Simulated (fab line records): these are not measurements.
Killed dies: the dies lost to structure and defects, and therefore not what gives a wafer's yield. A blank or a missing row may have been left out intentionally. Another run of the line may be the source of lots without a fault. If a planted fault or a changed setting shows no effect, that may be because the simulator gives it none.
What tool caused it?	flow n5 finfet	14 lots, 42 wafers sampled, at 5 steps of a route of 1938

== WHAT EACH GAUGE READ, for each wafer ==
N5_BEOL_M4_INSPECT_59: inspects for defects (darkfield). Usual: raw defect count reads 66 (standard deviation 20).
lot	measured	on	raw defect count	flag
L944	day 9 01:14	defect inspect-01	66 63 69	
L946	day 9 04:05	defect inspect-02	85 55 62	
L949	day 10 06:26	defect inspect-01	37 56 75	
L947	day 10 08:18	defect inspect-01	49 65 68	
L948	day 10 13:29	defect inspect-01	106 113 76	
L951	day 10 13:45	defect inspect-01	73 70 61	
L954	day 11 23:43	defect inspect-02	94 67 53	
L955	day 11 23:52	defect inspect-01	66 80 77	
L959	day 12 13:49	defect inspect-01	127 128 102	
L958	day 13 08:56	defect inspect-01	82 66 38	
L960	day 13 11:25	defect inspect-02	49 53 55	
L961	day 13 11:41	defect inspect-01	47 49 38	
L963	day 13 18:43	defect inspect-01	56 67 53	
L967	day 15 13:01	defect inspect-01	62 48 48	

N5_BEOL_M5_CD_MEAS_18: pitch 56 nm, target cd 28 nm. Usual: cd nm reads 28.09 nm (standard deviation 0.3).
lot	measured	on	cd nm (nm)	flag
L944	day 9 04:07	cd sem-02	28.29 27.88 28.12	
L946	day 9 08:30	cd sem-01	28.51 28.30 29.27	
L949	day 10 10:49	cd sem-03	28.11 28.00 27.60	
L947	day 10 11:14	cd sem-02	27.86 28.09 28.26	
L948	day 10 17:42	cd sem-03	- - -	OFF
L951	day 10 18:25	cd sem-02	- - -	OFF
L954	day 12 02:50	cd sem-02	27.96 27.95 28.20	
L955	day 12 04:56	cd sem-03	28.08 27.99 28.17	
L959	day 12 17:20	cd sem-02	28.05 27.77 27.88	
L958	day 13 12:02	cd sem-01	28.15 27.84 27.67	
L960	day 13 14:10	cd sem-03	28.11 28.06 27.70	
L961	day 13 14:43	cd sem-03	28.26 28.14 27.69	
L963	day 13 22:28	cd sem-02	27.93 27.65 27.83	
L967	day 15 16:42	cd sem-01	27.93 27.98 27.88	

== EACH LOT AND THE TOOL THAT RAN IT (in order: tool; ch and the chambers of the sampled wafers; start) ==
lot	N5_BEOL_M4_DEP_57	N5_BEOL_M5_DESCUM_16	N5_BEOL_M5_HM_OPEN_17
L944	pecvd-01 ch 1,2, day 9 01:08	rie diel-06 ch 1,2,3, day 9 03:41	rie metal-02 ch 1, day 9 03:56
L946	pecvd-04 ch 0,1,2, day 9 03:59	rie diel-06 ch 0,1,2, day 9 08:04	rie metal-01 ch 0, day 9 08:19
L949	pecvd-04 ch 0,1,2, day 10 06:20	rie diel-02 ch 1,2,3, day 10 10:17	rie metal-03 ch 0,1, day 10 10:34
L947	pecvd-04 ch 0,1, day 10 08:13	rie diel-06 ch 2,3, day 10 10:46	rie metal-03 ch 0,1, day 10 11:01
L948	pecvd-01 ch 0,1,2, day 10 13:23	rie diel-06 ch 1,3, day 10 17:16	rie metal-02 ch 0,1, day 10 17:31
L951	pecvd-02 ch 0,1,2, day 10 13:40	rie diel-02 ch 1,2,3, day 10 17:59	rie metal-02 ch 1, day 10 18:14
L954	pecvd-01 ch 1,2, day 11 23:37	rie diel-06 ch 1,3, day 12 02:23	rie metal-01 ch 0,1, day 12 02:38
L955	pecvd-02 ch 0,1, day 11 23:46	rie diel-06 ch 0,3, day 12 04:15	rie metal-03 ch 0,1, day 12 04:31
L959	pecvd-01 ch 0,1,2, day 12 13:43	rie diel-05 ch 1,2,3, day 12 16:54	rie metal-02 ch 0,1, day 12 17:11
L958	pecvd-01 ch 1,2, day 13 08:51	rie diel-02 ch 0,1, day 13 11:36	rie metal-01 ch 0,1, day 13 11:50
L960	pecvd-02 ch 0,1,2, day 13 11:20	rie diel-02 ch 0,2,3, day 13 13:44	rie metal-02 ch 0,1, day 13 13:59
L961	pecvd-01 ch 0,1,2, day 13 11:35	rie diel-02 ch 0,1,2, day 13 14:15	rie metal-01 ch 0,1, day 13 14:29
L963	pecvd-02 ch 0,1, day 13 18:37	rie diel-02 ch 0,1,2, day 13 21:59	rie metal-02 ch 0,1, day 13 22:14
L967	pecvd-02 ch 0,1,2, day 15 12:55	rie diel-05 ch 2,3, day 15 16:14	rie metal-02 ch 0,1, day 15 16:29
- N5_BEOL_M4_DEP_57: deposits SiCN from 3MS/NH3, target thk 8 nm, time 14 s.
- N5_BEOL_M5_DESCUM_16: chemistry O2, time 7 s.
- N5_BEOL_M5_HM_OPEN_17: chemistry Cl2/BCl3, target TiN, target depth 20 nm, overetch 6 nm.

== AS READ BY THE TOOLS THEMSELVES (means over the sampled wafers that have a number; for cases with no such wafer, the mark the record gives instead) ==
N5_BEOL_M4_DEP_57. Usual: showerhead plenum p Torr 3.665 Torr, standard deviation 0.01; throttle valve pct 9.1 %, standard deviation 0.51.
lot	tool	showerhead plenum p Torr (Torr)	throttle valve pct (%)	flag
L944	pecvd-01	3.669	9.0	
L946	pecvd-04	3.667	9.1	
L949	pecvd-04	3.668	9.0	
L947	pecvd-04	3.673	9.1	
L948	pecvd-01	3.664	9.3	
L951	pecvd-02	3.666	8.9	
L954	pecvd-01	3.671	9.1	
L955	pecvd-02	3.667	9.0	
L959	pecvd-01	3.664	9.3	
L958	pecvd-01	3.662	9.7	
L960	pecvd-02	3.668	9.0	
L961	pecvd-01	3.666	9.5	
L963	pecvd-02	3.670	8.9	
L967	pecvd-02	3.670	9.0	

N5_BEOL_M5_DESCUM_16. Usual: drypump motor current A 5.7 A, standard deviation 0.56; oes product au 0.78 a.u., standard deviation 0.054; rf vpp V 243.3 V, standard deviation 1.4; showerhead plenum p Torr 2.09 Torr, standard deviation 0.07; throttle valve pct 20.34 %, standard deviation 0.19.
lot	tool	drypump motor current A (A)	oes product au (a.u.)	rf vpp V (V)	showerhead plenum p Torr (Torr)	throttle valve pct (%)	flag
L944	rie diel-06	5.9	0.77	242.2	2.04	20.57	
L946	rie diel-06	6.0	0.73	242.2	2.05	20.45	
L949	rie diel-02	5.7	0.83	243.4	2.12	20.32	
L947	rie diel-06	6.1	0.75	242.4	2.04	20.65	
L948	rie diel-06	5.6	0.79	242.0	2.03	20.57	
L951	rie diel-02	5.7	0.83	244.7	2.12	20.34	
L954	rie diel-06	5.6	0.77	241.8	2.02	20.59	
L955	rie diel-06	5.9	0.74	242.1	2.03	20.52	
L959	rie diel-05	5.7	0.78	243.1	2.10	20.22	
L958	rie diel-02	6.2	0.82	244.6	2.18	20.33	
L960	rie diel-02	5.5	0.79	243.2	2.08	20.26	
L961	rie diel-02	6.1	0.80	243.6	2.15	20.37	
L963	rie diel-02	6.1	0.80	243.5	2.15	20.37	
L967	rie diel-05	5.6	0.76	244.0	2.13	20.26	

N5_BEOL_M5_HM_OPEN_17. Usual: bcl3 flow sccm 21.75 sccm, standard deviation 0.065; bias w 126.1 W, standard deviation 0.34; drypump motor current A 5.7 A, standard deviation 0.41; oes_ar_750_au 0.80 a.u., standard deviation 0.091; oes product au 0.68 a.u., standard deviation 0.073; throttle valve pct 22.11 %, standard deviation 0.15.
lot	tool	bcl3 flow sccm (sccm)	bias w (W)	drypump motor current A (A)	oes_ar_750_au (a.u.)	oes product au (a.u.)	throttle valve pct (%)	flag
L944	rie metal-02	21.74	126.2	5.5	0.68	0.58	22.09	
L946	rie metal-01	21.83	126.0	5.6	0.92	0.77	22.09	
L949	rie metal-03	21.74	126.1	5.2	0.78	0.66	22.27	
L947	rie metal-03	21.76	125.8	5.5	0.77	0.66	22.16	
L948	rie metal-02	-	-	-	-	-	-	OFF
L951	rie metal-02	-	-	-	-	-	-	OFF
L954	rie metal-01	21.77	125.9	6.0	0.93	0.78	21.96	
L955	rie metal-03	21.70	125.7	5.2	0.77	0.65	22.28	
L959	rie metal-02	21.78	126.2	5.7	0.72	0.61	22.08	
L958	rie metal-01	21.85	126.3	6.0	0.92	0.78	21.96	
L960	rie metal-02	21.75	126.2	5.7	0.71	0.61	22.08	
L961	rie metal-01	21.72	126.1	6.0	0.92	0.77	21.98	
L963	rie metal-02	21.69	126.1	5.7	0.70	0.61	22.09	
L967	rie metal-02	21.71	126.3	5.7	0.71	0.61	22.08	

== THE ANSWER, worked out from the rows above alone ==
Rule: a lot is off if the mean of its wafers that have a number lies more than 3 standard deviations from the usual mean. Also off: a lot with no number at a reading for which 4 or more lots have one. Any other lot the step has rows for is counted as sound. After the gauges, taken in route order, come the tools' own readings; for these a lot's mean is taken, as printed above. The first step at which some lot is off is used, and at that step the reading that is off furthest; a lot without a number counts as furthest.
Off: L948, L951 (N5_BEOL_M5_CD_MEAS_18, cd nm). Without a number there: L948, L951.
If a tool, at a process step before that reading, ran all the lots that are off and no sound lot after the first of them, it fits. Not tried: the gauges at N5_BEOL_M5_CD_MEAS_18; whatever is off there is also off at N5_BEOL_M5_HM_OPEN_17, on other tools, and gauge error can't account for it. No candidate that was tried fits.

== WHAT HAD BEEN PUT IN BY THE SIMULATOR ==
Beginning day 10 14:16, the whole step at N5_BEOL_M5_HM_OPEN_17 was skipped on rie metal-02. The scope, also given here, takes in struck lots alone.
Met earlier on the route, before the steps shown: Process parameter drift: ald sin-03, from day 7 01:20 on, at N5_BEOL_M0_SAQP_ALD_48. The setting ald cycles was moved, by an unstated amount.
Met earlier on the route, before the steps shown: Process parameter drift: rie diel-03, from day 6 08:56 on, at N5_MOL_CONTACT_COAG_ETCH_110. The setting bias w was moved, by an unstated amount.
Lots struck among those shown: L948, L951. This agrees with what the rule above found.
